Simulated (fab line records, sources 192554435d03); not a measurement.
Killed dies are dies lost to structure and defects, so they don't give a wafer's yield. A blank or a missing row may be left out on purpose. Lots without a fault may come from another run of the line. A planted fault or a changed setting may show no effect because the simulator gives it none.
fab line records | flow n5_finfet
record lots=7 wafers=39
route steps=1938 shown WELL_APT@26 FIN_SAQP@100 ILD0@343 HKMG_FIN@421 MOL_CONTACT_COAG@542 BEOL_M0@721 BEOL_M3@980 BEOL_M5@1116 BEOL_M8@1377 BEOL_M11@1579 BEOL_M15@1787 MIM_BOT_ETCH@1868 PASSIVATION@1936
start_h: hours from the record's first day to the start of the lot's first wafer shown | wait_h: hours since the lot's step before | " the same as in the row above | L1.1+2: a row that stands for several wafers | - no value, or no start given | * or withheld: withheld | < > ~ a bound
route shown NAME@n: a module of which the file shows steps, and the number in the route of the first | usual: mean/standard deviation of fault-free wafers | same: alike in all rows | chamber/n: place in a boat | sites: the reading at each site | _std_site: their standard deviation | _edge_site: outer sites' mean less inner sites' | radius_mm: how far each site lies from the wafer's centre | mask NAME#n: copy n | behind: the tool/chamber that last shaped the wafer | hold: why the lot was held/for how many hours/how that ended | device: the transistor (n, p or np) that didn't switch | end of line: the same wafers' tests at the end of the route | a step without rows: its recipe alone | killed: dies lost to structure and defects at the first sort, not the wafer's yield | map: a wafer's dies, x killed, . not, _ none there
set.NAME: the setting as run; set.NAME@STEP: as run at that earlier step | model.NAME: the simulator's own value behind a step, which no gauge read
lots whose settings were changed on purpose; a table a step, a row a wafer
## steps
# step N5_WELL_APT_DEVELOP_07
# recipe develop_time_s=45 rinse_liquid=surfactant_rinse dry=air_spin dev_temp_c=21
# step N5_FIN_SAQP_PECVD_06
# recipe material=a-Si target_thk_a=600 temp_c=400 precursor=SiH4/He pressure_torr=3 rf_w=100 time_s=48.1
# step N5_ILD0_ALD_15
# recipe material=SiNx target_thk_a=240 temp_c=400 ald_precursor_family=SiH2I2 ald_co_reactant=N2/H2-plasma pulse_time_s=1 ald_cycles=480 purge_time_s=2 co_reactant_purge_time_s=2 pressure_torr=2
# step N5_HKMG_FIN_PWFM_ALD_03
# recipe material=TiN target_thk_a=20 temp_c=400 ald_precursor_family=TiCl4 ald_co_reactant=NH3 pulse_time_s=1 purge_time_s=3 co_reactant_purge_time_s=2 co_reactant_pulse_time_s=2 ald_cycles=91 pressure_torr=3
# step N5_MOL_CONTACT_COAG_PRECLEAN_111
# recipe chemistry=NF3:NH3 afs_cycles=1 temp_c=30 time_s=20 sublimation_temp_c=180 sublimation_time_s=60 pressure_torr=3 rf_power_w=30
# step N5_BEOL_M0_TRENCH_ETCH_107
# recipe chemistry=C4F6/O2 target_depth_a=328 target=SiOC time_s=16.4 ion_energy_ev=250 pressure_mtorr=30 source_w=355 bias_w=185 Ar_flow_sccm=300 C4F6_flow_sccm=10 O2_flow_sccm=10
# step N5_BEOL_M3_TRENCH_ETCH_37
# recipe chemistry=C4F6/O2 target_depth_a=555.55 target=SiOC time_s=29.2 ion_energy_ev=250 pressure_mtorr=30 source_w=355 bias_w=185 Ar_flow_sccm=300 C4F6_flow_sccm=10 O2_flow_sccm=10
# step N5_BEOL_M5_HM_DEP_02
# recipe material=TiN target_thk_a=200 temp_c=25 chamber_pressure_pa=0.49996
# step N5_BEOL_M8_TRENCH_ETCH_37
# recipe chemistry=C4F6/O2 target_depth_a=934.78 target=SiCOH_lowk time_s=31.2 ion_energy_ev=250 pressure_mtorr=30 source_w=345 bias_w=185 Ar_flow_sccm=300 C4F6_flow_sccm=10 O2_flow_sccm=10
# step N5_BEOL_M11_ETCH_41
# recipe chemistry=CH3F/O2 target=SiCN target_depth_a=426 taper_deg=2 time_s=86 ion_energy_ev=120 mask_material=TiN pressure_mtorr=30 source_w=395 bias_w=75 Ar_flow_sccm=150 CH3F_flow_sccm=30 O2_flow_sccm=20
# step N5_BEOL_M15_ETCH_59
# recipe chemistry=N2/H2 target=BARC target_depth_a=890 overetch_a=267 time_s=67.9 ion_energy_ev=200 pressure_mtorr=30 source_w=840 bias_w=150 n2_flow_sccm=200 h2_flow_sccm=200
# step N5_MIM_BOT_ETCH_ETCH_00
# recipe chemistry=Cl2/BCl3 target=TiN target_depth_a=455 ion_energy_ev=150 pressure_mtorr=10 icp_w=1000 bias_w=126 Cl2_flow_sccm=53.25 bcl3_flow_sccm=21.75 Ar_flow_sccm=25
# step N5_PASSIVATION_PROBE_49
# usual defect_limited_yield=91.0/1.5 killed_at_other=4/3.4 killed_on_rim=14/4.2 sort_bin_5_function=5.3/0.97
# columns lot.wafer tool chamber start_h wait_h set.develop_time_s@WELL_APT_DEVELOP_07 set.time_s@FIN_SAQP_PECVD_06 set.ald_cycles@ILD0_ALD_15 set.ald_cycles@HKMG_FIN_PWFM_ALD_03 set.time_s@MOL_CONTACT_COAG_PRECLEAN_111 set.target_depth_a@BEOL_M0_TRENCH_ETCH_107 set.time_s@BEOL_M3_TRENCH_ETCH_37 set.target_thk_a@BEOL_M5_HM_DEP_02 set.target_depth_a@BEOL_M8_TRENCH_ETCH_37 set.time_s@BEOL_M11_ETCH_41 set.time_s@BEOL_M15_ETCH_59 set.target_depth_a@MIM_BOT_ETCH_ETCH_00 defect_limited_yield[%] killed_at_other killed_on_rim sort_bin_5_function[%]
L074.3 prober-01 - 249.94 0.1 45 48.1 480 91 20 328 29.2 200 934.78 86 67.9 455 91.9 4 8 5.0
L074.4 prober-01 - 249.99 0.2 45 48.1 480 91 20 328 29.2 200 934.78 86 67.9 455 92.4 5 14 4.3
L074.5 prober-01 - 250.04 0.2 45 48.1 480 91 20 328 29.2 200 934.78 86 67.9 455 91.8 9 12 4.3
L077.1 prober-02 - 260.77 0.0 45 34.28 698 39 16.87 328 29.2 200 934.78 99.93 67.9 455 90.1 7 23 6.0
L077.2 prober-02 - 260.82 0.1 24.21 48.1 698 39 20 328 19.24 200 934.78 86 67.9 287 0 1035 152 94.3
L077.3 prober-02 - 260.87 0.1 45 34.28 698 91 20 328 29.2 200 934.78 99.93 107.9 287 0 1074 152 96.5
L077.4 prober-02 - 260.92 0.2 24.21 34.28 480 91 16.87 328 19.24 200 934.78 99.93 107.9 287 0 1071 152 96.2
L077.5 prober-02 - 260.97 0.2 45 48.1 480 39 20 328 29.2 200 934.78 86 67.9 455 91.1 6 17 5.9
L077.6 prober-02 - 261.02 0.3 24.21 48.1 480 91 16.87 328 19.24 200 934.78 86 107.9 455 90.8 5 7 5.6
L078.1 prober-01 - 266.01 0.0 25.95 48.1 656 48 20 328 41.77 256.8 934.78 86 67.9 455 85.1 9 20 10.3
L078.2 prober-01 - 266.06 0.1 45 56.49 480 48 20 394.9 29.2 256.8 934.78 104.6 104 345.1 76.9 157 70 19.1
L078.3 prober-01 - 266.11 0.1 25.95 56.49 656 91 31.17 328 41.77 200 934.78 104.6 104 455 89.3 15 12 6.3
L078.4 prober-01 - 266.16 0.2 25.95 56.49 480 48 31.17 328 29.2 200 934.78 86 67.9 455 93.7 9 5 3.6
L078.5 prober-01 - 266.21 0.2 45 48.1 480 91 31.17 394.9 29.2 256.8 934.78 86 104 345.1 73.6 239 77 24.5
L078.6 prober-01 - 266.26 0.3 45 48.1 656 91 20 394.9 41.77 200 934.78 104.6 67.9 345.1 3.0 1049 152 93.6
L081.1 prober-02 - 290.48 0.0 37.71 48.1 578 91 20 465.6 34.01 283 934.78 70.63 31.64 291.7 0 248 152 97.3
L081.2 prober-02 - 290.53 0.1 45 48.1 578 91 28.35 465.6 29.2 283 934.78 70.63 67.9 455 71.7 14 40 24.7
L081.3 prober-02 - 290.58 0.1 37.71 22.19 480 91 28.35 465.6 34.01 200 1127 70.63 67.9 291.7 0 1089 152 96.8
L081.4 prober-02 - 290.63 0.2 37.71 48.1 480 91 28.35 328 29.2 200 934.78 86 31.64 455 92.2 3 13 4.3
L081.5 prober-02 - 290.68 0.2 45 22.19 578 91 20 328 34.01 283 1127 86 67.9 455 26.7 2 79 69.5
L081.6 prober-02 - 290.73 0.3 45 22.19 480 91 20 328 29.2 200 1127 86 31.64 291.7 0 1087 152 96.6
L088.1 prober-02 - 375.90 0.0 36.62 20.06 480 113 20 488.2 29.2 91.62 530.1 86 67.9 550.6 68.7 3 60 5.3
L088.2 prober-02 - 375.95 0.1 36.62 48.1 480 113 20 328 29.2 200 934.78 86 47.41 455 92.5 2 13 5.2
L088.3 prober-02 - 376.00 0.1 45 20.06 480 91 20 488.2 24.28 200 530.1 86 47.41 550.6 67.0 0 42 4.8
L088.4 prober-02 - 376.05 0.2 36.62 48.1 480 91 20 488.2 24.28 91.62 934.78 86 47.41 455 91.7 5 19 5.1
L088.5 prober-02 - 376.10 0.2 45 20.06 480 113 20 328 24.28 200 934.78 86 67.9 550.6 93.9 1 8 3.2
L088.6 prober-02 - 376.15 0.3 45 48.1 480 91 20 328 29.2 91.62 530.1 86 67.9 455 78.4 1 30 5.4
L092.1 prober-01 - 420.81 0.0 45 24.39 286 91 20 328 29.2 200 1361 86 67.9 455 91.7 8 17 4.6
L092.2 prober-01 - 420.86 0.1 45 48.1 480 91 31.35 328 29.2 313.9 1361 86 67.9 455 2.2 7 141 91.9
L092.3 prober-01 - 420.91 0.1 45 48.1 480 119 20 328 29.2 313.9 934.78 86 67.9 455 1.1 5 147 95.0
L092.4 prober-01 - 420.96 0.2 45 24.39 480 119 20 328 29.2 200 1361 86 67.9 455 89.7 5 15 5.4
L092.5 prober-01 - 421.01 0.2 45 24.39 286 119 31.35 328 29.2 313.9 934.78 86 67.9 455 0.9 6 152 95.4
L092.6 prober-01 - 421.06 0.3 45 48.1 286 91 31.35 328 29.2 200 934.78 86 67.9 455 87.6 7 25 6.5
L087.1 prober-01 - 442.27 0.0 45 48.1 222 91 20 260.5 29.2 200 562.3 86 101.1 455 77.3 15 27 5.5
L087.2 prober-01 - 442.32 0.1 45 40.55 222 53 20 328 35.76 118 934.78 86 101.1 455 92.7 7 17 3.9
L087.3 prober-01 - 442.37 0.1 45 48.1 222 53 20 260.5 35.76 200 934.78 86 67.9 337.8 39.4 638 102 57.8
L087.4 prober-01 - 442.42 0.2 45 40.55 480 91 20 328 29.2 118 934.78 86 67.9 337.8 7.8 982 123 88.5
L087.5 prober-01 - 442.47 0.2 45 48.1 480 91 20 328 35.76 200 562.3 86 101.1 337.8 9.4 918 121 82.5
L087.6 prober-01 - 442.52 0.3 45 40.55 480 53 20 260.5 29.2 118 562.3 86 67.9 455 79.6 3 31 5.3
# killed by level:class
L074.3 BEOL_M2:geometric_particle:open=13 FIN_SAQP:geometric_particle:open=8 BEOL_M1:geometric_particle:open=8 BEOL_M0_SAQP:geometric_particle:short=7 BEOL_M3:geometric_particle:open=7 BEOL_M7:geometric_particle:open=6 FIN_SAQP:geometric_particle:short=4 STI_FIN_REVEAL:geometric_particle:open=4
L074.4 BEOL_M3:geometric_particle:open=15 FIN_SAQP:geometric_particle:short=7 DUMMY_GATE:geometric_particle:open=7 FIN_SAQP:geometric_particle:open=6 MOL_CONTACT_COAG:geometric_particle:open=6 BEOL_M4:geometric_particle:open=6 BEOL_M2:geometric_particle:open=5 STI_FIN_REVEAL:geometric_particle:open=3
L074.5 BEOL_M4:geometric_particle:open=9 FIN_SAQP:geometric_particle:open=8 GATE_CUT:geometric_particle:short=7 BEOL_M2:geometric_particle:open=5 BEOL_M1:geometric_particle:open=5 BEOL_M3:geometric_particle:open=5 DUMMY_GATE:geometric_particle:open=4 MOL_CONTACT_COAG:geometric_particle:open=4
L077.1 BEOL_M4:geometric_particle:open=13 FIN_SAQP:geometric_particle:open=11 MOL_CONTACT_COAG:geometric_particle:open=11 BEOL_M0_SAQP:geometric_particle:short=9 BEOL_M3:geometric_particle:short=8 GATE_CUT:geometric_particle:short=7 FIN_SAQP:geometric_particle:short=6 ILD0:geometric_particle:open=5
L077.2 MIM_BOT_ETCH:area_etch=1033 MOL_CONTACT_COAG:geometric_particle:open=20 FIN_SAQP:geometric_particle:open=19 STI_FIN_REVEAL:geometric_particle:open=15 FIN_SAQP:geometric_particle:short=14 BEOL_M3:geometric_particle:open=10 BEOL_M0_SAQP:geometric_particle:open=9 BEOL_M4:geometric_particle:open=7
L077.3 MIM_BOT_ETCH:area_etch=1063 FIN_SAQP:geometric_particle:short=18 BEOL_M0_SAQP:geometric_particle:open=11 FIN_SAQP:geometric_particle:open=9 BEOL_M3:geometric_particle:short=6 GATE_CUT:geometric_particle:short=5 BEOL_M0_SAQP:geometric_particle:short=5 BEOL_M3:geometric_particle:open=5
L077.4 MIM_BOT_ETCH:area_etch=1063 MOL_CONTACT_COAG:geometric_particle:open=12 FIN_SAQP:geometric_particle:open=10 BEOL_M0_SAQP:geometric_particle:open=10 BEOL_M4:geometric_particle:open=10 STI_FIN_REVEAL:geometric_particle:open=5 FIN_SAQP:geometric_particle:short=4 STI_FIN_REVEAL:geometric_particle:short=4
L077.5 FIN_SAQP:geometric_particle:open=17 MOL_CONTACT_COAG:geometric_particle:open=11 BEOL_M0_SAQP:geometric_particle:open=7 FIN_SAQP:geometric_particle:short=6 STI_FIN_REVEAL:geometric_particle:open=6 GATE_CUT:geometric_particle:short=6 BEOL_M0_SAQP:geometric_particle:short=5 BEOL_M2:geometric_particle:open=5
L077.6 BEOL_M4:geometric_particle:open=11 GATE_CUT:geometric_particle:short=8 MOL_CONTACT_COAG:geometric_particle:open=8 BEOL_M0_SAQP:geometric_particle:open=7 FIN_SAQP:geometric_particle:short=7 BEOL_M2:geometric_particle:open=7 FIN_SAQP:geometric_particle:open=6 BEOL_M3:geometric_particle:short=6
L078.1 BEOL_M5:area_open=50 BEOL_M0_SAQP:geometric_particle:open=13 BEOL_M0_SAQP:geometric_particle:short=11 BEOL_M3:geometric_particle:open=10 FIN_SAQP:geometric_particle:short=9 MOL_CONTACT_COAG:geometric_particle:open=9 STI_FIN_REVEAL:geometric_particle:open=8 MOL_CONTACT_COAG:geometric_particle:short=7
L078.2 MIM_BOT_ETCH:area_etch=148 FIN_SAQP:geometric_particle:open=16 FIN_SAQP:geometric_particle:short=14 BEOL_M0_SAQP:geometric_particle:open=14 GATE_CUT:geometric_particle:short=9 BEOL_M0_SAQP:geometric_particle:short=8 BEOL_M2:geometric_particle:open=7 GATE_CUT:geometric_particle:open=6
L078.3 MOL_CONTACT_COAG:geometric_particle:open=15 BEOL_M0_SAQP:geometric_particle:open=12 FIN_SAQP:geometric_particle:open=11 STI_FIN_REVEAL:geometric_particle:open=9 BEOL_M0_SAQP:geometric_particle:short=9 BEOL_M3:geometric_particle:open=9 FIN_SAQP:geometric_particle:short=8 BEOL_M4:geometric_particle:open=7
L078.4 FIN_SAQP:geometric_particle:open=8 BEOL_M0_SAQP:geometric_particle:short=8 BEOL_M0_SAQP:geometric_particle:open=7 MIM_BOT:geometric_particle:open=5 BEOL_M3:geometric_particle:open=5 FIN_SAQP:geometric_particle:short=4 STI_FIN_REVEAL:geometric_particle:open=4 MOL_CONTACT_COAG:geometric_particle:short=4
L078.5 MIM_BOT_ETCH:area_etch=235 STI_FIN_REVEAL:geometric_particle:open=7 BEOL_M0_SAQP:geometric_particle:open=7 BEOL_M2:geometric_particle:open=6 STI_FIN_REVEAL:geometric_particle:short=4 GATE_CUT:geometric_particle:short=4 GATE_CUT:geometric_particle:open=4 MOL_CONTACT_COAG:geometric_particle:open=4
L078.6 MIM_BOT_ETCH:area_etch=1040 STI_FIN_REVEAL:geometric_particle:open=19 FIN_SAQP:geometric_particle:open=12 FIN_SAQP:geometric_particle:short=9 GATE_CUT:geometric_particle:short=5 ILD0:geometric_particle:short=5 BEOL_M0_SAQP:geometric_particle:open=5 MIM_BOT:geometric_particle:short=5
L081.1 BEOL_M5:area_open=869 MIM_BOT_ETCH:area_etch=247 STI_FIN_REVEAL:geometric_particle:open=7 FIN_SAQP:geometric_particle:short=5 BEOL_M0_SAQP:geometric_particle:open=5 BEOL_M0_SAQP:geometric_particle:short=5 DUMMY_GATE:geometric_particle:open=4 MOL_CONTACT_COAG:geometric_particle:open=4
L081.2 BEOL_M5:area_open=229 BEOL_M0_SAQP:geometric_particle:open=11 BEOL_M0_SAQP:geometric_particle:short=11 BEOL_M4:geometric_particle:open=9 FIN_SAQP:geometric_particle:open=7 STI_FIN_REVEAL:geometric_particle:open=7 BEOL_M2:geometric_particle:open=5 PASS1_CAP:geometric_particle:open=5
L081.3 MIM_BOT_ETCH:area_etch=1088 BEOL_M4:geometric_particle:open=11 BEOL_M0_SAQP:geometric_particle:open=9 FIN_SAQP:geometric_particle:short=8 BEOL_M0_SAQP:geometric_particle:short=8 MOL_CONTACT_COAG:geometric_particle:open=7 FIN_SAQP:geometric_particle:open=5 STI_FIN_REVEAL:geometric_particle:open=5
L081.4 BEOL_M0_SAQP:geometric_particle:short=9 FIN_SAQP:geometric_particle:short=6 STI_FIN_REVEAL:geometric_particle:open=6 GATE_CUT:geometric_particle:open=6 FIN_SAQP:geometric_particle:open=5 DUMMY_GATE:geometric_particle:open=5 GATE_CUT:geometric_particle:short=5 BEOL_M0_SAQP:geometric_particle:open=5
L081.5 BEOL_M5:area_open=762 FIN_SAQP:geometric_particle:short=11 BEOL_M2:geometric_particle:open=9 DUMMY_GATE:geometric_particle:open=8 BEOL_M4:geometric_particle:open=8 FIN_SAQP:geometric_particle:open=7 GATE_CUT:geometric_particle:short=7 STI_FIN_REVEAL:geometric_particle:open=6
L081.6 MIM_BOT_ETCH:area_etch=1086 BEOL_M4:geometric_particle:open=13 FIN_SAQP:geometric_particle:short=12 MOL_CONTACT_COAG:geometric_particle:open=7 STI_FIN_REVEAL:geometric_particle:open=6 BEOL_M0:geometric_particle:open=6 DUMMY_GATE:geometric_particle:open=5 BEOL_M0_SAQP:geometric_particle:short=5
L088.1 BEOL_M8:area_ecd=276 BEOL_M0_SAQP:geometric_particle:open=15 BEOL_M1:geometric_particle:open=10 MOL_CONTACT_COAG:geometric_particle:open=9 BEOL_M0:geometric_particle:short=8 BEOL_M2:geometric_particle:open=6 STI_FIN_REVEAL:geometric_particle:open=5 DUMMY_GATE:geometric_particle:open=4
L088.2 BEOL_M0_SAQP:geometric_particle:open=16 FIN_SAQP:geometric_particle:short=9 BEOL_M0_SAQP:geometric_particle:short=9 DUMMY_GATE:geometric_particle:open=6 MOL_CONTACT_COAG:geometric_particle:open=6 FIN_SAQP:geometric_particle:open=5 BEOL_M1:geometric_particle:open=4 BEOL_M2:geometric_particle:open=4
L088.3 BEOL_M8:area_ecd=297 BEOL_M0_SAQP:geometric_particle:open=13 MOL_CONTACT_COAG:geometric_particle:open=12 FIN_SAQP:geometric_particle:short=9 BEOL_M0_SAQP:geometric_particle:short=8 FIN_SAQP:geometric_particle:open=7 BEOL_M2:geometric_particle:open=6 GATE_CUT:geometric_particle:short=3
L088.4 BEOL_M0_SAQP:geometric_particle:open=11 FIN_SAQP:geometric_particle:short=10 FIN_SAQP:geometric_particle:open=9 STI_FIN_REVEAL:geometric_particle:open=8 BEOL_M0_SAQP:geometric_particle:short=6 MOL_CONTACT_COAG:geometric_particle:open=5 DUMMY_GATE:geometric_particle:open=5 MIM_BOT:geometric_particle:short=4
L088.5 MOL_CONTACT_COAG:geometric_particle:open=12 BEOL_M0_SAQP:geometric_particle:open=8 BEOL_M0_SAQP:geometric_particle:short=7 FIN_SAQP:geometric_particle:open=6 BEOL_M4:geometric_particle:open=6 BEOL_M3:geometric_particle:open=4 STARTING-WAFER:geometric_particle:short=3 STARTING-WAFER:geometric_particle:open=3
L088.6 BEOL_M8:area_ecd=154 BEOL_M0_SAQP:geometric_particle:open=12 MOL_CONTACT_COAG:geometric_particle:open=11 BEOL_M0_SAQP:geometric_particle:short=8 BEOL_M0:geometric_particle:short=8 BEOL_M2:geometric_particle:open=6 FIN_SAQP:geometric_particle:open=5 FIN_SAQP:geometric_particle:short=5
L092.1 MOL_CONTACT_COAG:geometric_particle:open=13 FIN_SAQP:geometric_particle:open=11 BEOL_M3:geometric_particle:open=10 FIN_SAQP:geometric_particle:short=6 BEOL_M0_SAQP:geometric_particle:short=6 M9:area_ald=6 MOL_CONTACT_COAG:geometric_particle:short=5 BEOL_M0_SAQP:geometric_particle:open=5
L092.2 BEOL_M5:area_open=1012 BEOL_M0_SAQP:geometric_particle:short=24 BEOL_M0_SAQP:geometric_particle:open=19 FIN_SAQP:geometric_particle:open=14 BEOL_M3:geometric_particle:open=13 FIN_SAQP:geometric_particle:short=12 STI_FIN_REVEAL:geometric_particle:open=9 MOL_CONTACT_COAG:geometric_particle:open=7
L092.3 BEOL_M5:area_open=1045 BEOL_M0_SAQP:geometric_particle:open=18 BEOL_M3:geometric_particle:open=15 MOL_CONTACT_COAG:geometric_particle:open=12 FIN_SAQP:geometric_particle:open=7 BEOL_M4:geometric_particle:open=7 MOL_CONTACT_COAG:geometric_particle:short=6 BEOL_M3:geometric_particle:short=5
L092.4 FIN_SAQP:geometric_particle:open=14 BEOL_M0_SAQP:geometric_particle:open=14 MOL_CONTACT_COAG:geometric_particle:open=14 FIN_SAQP:geometric_particle:short=11 STI_FIN_REVEAL:geometric_particle:open=8 BEOL_M8:area_etch=8 BEOL_M0_SAQP:geometric_particle:short=7 BEOL_M3:geometric_particle:open=6
L092.5 BEOL_M5:area_open=1073 BEOL_M3:geometric_particle:open=20 BEOL_M0_SAQP:geometric_particle:short=16 MOL_CONTACT_COAG:geometric_particle:open=7 BEOL_M0_SAQP:geometric_particle:open=7 FIN_SAQP:geometric_particle:short=6 FIN_SAQP:geometric_particle:open=5 GATE_CUT:geometric_particle:open=5
L092.6 FIN_SAQP:geometric_particle:open=21 BEOL_M0_SAQP:geometric_particle:short=18 BEOL_M0_SAQP:geometric_particle:open=15 FIN_SAQP:geometric_particle:short=12 BEOL_M4:geometric_particle:open=11 MOL_CONTACT_COAG:geometric_particle:open=11 STI_FIN_REVEAL:geometric_particle:open=10 BEOL_M3:geometric_particle:open=9
L087.1 BEOL_M8:area_ecd=152 BEOL_M1:geometric_particle:open=15 FIN_SAQP:geometric_particle:open=13 MOL_CONTACT_COAG:geometric_particle:open=9 BEOL_M0_SAQP:geometric_particle:short=7 BEOL_M3:geometric_particle:open=7 BEOL_M5:geometric_particle:open=7 PASS1_CAP:geometric_particle:open=6
L087.2 FIN_SAQP:geometric_particle:open=7 DUMMY_GATE:geometric_particle:open=7 BEOL_M3:geometric_particle:open=7 BEOL_M0_SAQP:geometric_particle:short=5 BEOL_M1:geometric_particle:open=5 FIN_SAQP:geometric_particle:short=4 STI_FIN_REVEAL:geometric_particle:open=4 MOL_CONTACT_COAG:geometric_particle:open=4
L087.3 MIM_BOT_ETCH:area_etch=635 FIN_SAQP:geometric_particle:open=10 STI_FIN_REVEAL:geometric_particle:open=5 BEOL_M1:geometric_particle:open=5 BEOL_M2:geometric_particle:open=5 STARTING-WAFER:geometric_particle:open=5 MOL_CONTACT_COAG:geometric_particle:open=4 FIN_SAQP:geometric_particle:short=3
L087.4 MIM_BOT_ETCH:area_etch=975 BEOL_M2:geometric_particle:open=10 BEOL_M0:geometric_particle:open=9 FIN_SAQP:geometric_particle:open=8 STI_FIN_REVEAL:geometric_particle:open=7 BEOL_M3:geometric_particle:open=6 FIN_SAQP:geometric_particle:short=5 DUMMY_GATE:geometric_particle:open=5
L087.5 MIM_BOT_ETCH:area_etch=916 BEOL_M8:area_ecd=50 BEOL_M0_SAQP:geometric_particle:open=11 BEOL_M2:geometric_particle:open=10 BEOL_M4:geometric_particle:open=9 FIN_SAQP:geometric_particle:open=8 BEOL_M1:geometric_particle:open=8 BEOL_M3:geometric_particle:open=6
L087.6 BEOL_M8:area_ecd=143 STI_FIN_REVEAL:geometric_particle:open=10 FIN_SAQP:geometric_particle:short=9 BEOL_M1:geometric_particle:open=8 FIN_SAQP:geometric_particle:open=7 MOL_CONTACT_COAG:geometric_particle:open=7 BEOL_M0_SAQP:geometric_particle:open=6 BEOL_M3:geometric_particle:open=5
## key
split step=N5_WELL_APT_DEVELOP_07 setting=develop_time_s stated_as=45
response none clear
split step=N5_FIN_SAQP_PECVD_06 setting=time_s stated_as=48.1
response none clear
split step=N5_ILD0_ALD_15 setting=ald_cycles stated_as=480
response none clear
split step=N5_HKMG_FIN_PWFM_ALD_03 setting=ald_cycles stated_as=91
response none clear
split step=N5_MOL_CONTACT_COAG_PRECLEAN_111 setting=time_s stated_as=20
response none clear
split step=N5_BEOL_M0_TRENCH_ETCH_107 setting=target_depth_a stated_as=328
response none clear
split step=N5_BEOL_M3_TRENCH_ETCH_37 setting=time_s stated_as=29.2
response none clear
split step=N5_BEOL_M5_HM_DEP_02 setting=target_thk_a stated_as=200
response none clear
split step=N5_BEOL_M8_TRENCH_ETCH_37 setting=target_depth_a stated_as=934.78
response none clear
split step=N5_BEOL_M11_ETCH_41 setting=time_s stated_as=86
response none clear
split step=N5_BEOL_M15_ETCH_59 setting=time_s stated_as=67.9
response none clear
split step=N5_MIM_BOT_ETCH_ETCH_00 setting=target_depth_a stated_as=455
response step=N5_PASSIVATION_PROBE_49 reading=killed_at_other slope=-22.6 per=1% together_with=all explained=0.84
response step=N5_PASSIVATION_PROBE_49 reading=killed_on_rim slope=-3.04 per=1% together_with=all explained=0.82
response step=N5_PASSIVATION_PROBE_49 reading=sort_bin_5_function slope=-1.92 per=1% together_with=all explained=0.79
response step=N5_PASSIVATION_PROBE_49 reading=defect_limited_yield slope=+1.87 per=1% together_with=all explained=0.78
